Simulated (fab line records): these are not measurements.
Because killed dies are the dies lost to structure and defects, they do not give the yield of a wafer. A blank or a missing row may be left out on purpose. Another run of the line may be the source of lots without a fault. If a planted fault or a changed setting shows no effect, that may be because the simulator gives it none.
Chamber matching -- flow n5 finfet -- 4 sister chambers for N5_BEOL_M1_DESCUM_33 on rie diel-03
The step chemistry O2, time 7 s. 4 wafers are shown with their chamber, then 10 later ones without.

EACH WAFER AND ITS CHAMBER
wafer,chamber,drypump motor current A (A)
L080.1,3,4.9
L084.6,0,6.0
L087.1,2,5.4
L087.2,1,6.5

WAFERS WITHOUT THEIR CHAMBER
wafer,drypump motor current A (A)
L087.4,5.4
L089.1,6.0
L089.2,5.4
L089.6,6.4
L092.1,6.5
L092.3,5.4
L092.5,5.4
L096.2,6.0
L096.3,4.9
L096.4,6.4

EACH ONE'S CHAMBER
wafer,from the rows above,in truth
L087.4,2,2
L089.1,0,0
L089.2,2,2
L089.6,1,1
L092.1,1,1
L092.3,2,2
L092.5,2,2
L096.2,0,0
L096.3,3,3
L096.4,1,1
Placed correctly: 10 of 10. Left unplaced by these rows: 0. Placed wrongly: 0.
How it was worked out, from the rows above alone: a wafer's distance from a chamber is the root of the sum, over the readings, of the square of ((its reading less the chamber's mean) divided by the reading's scatter). If the next closest chamber is less than 2 further off than the closest, the wafer can't be placed; otherwise it belongs to the closest. Each chamber's mean is taken over the wafers shown for it. The scatter: with one shown wafer a chamber, the root of the mean of the squares of how far each hidden wafer lies from its nearest shown one.
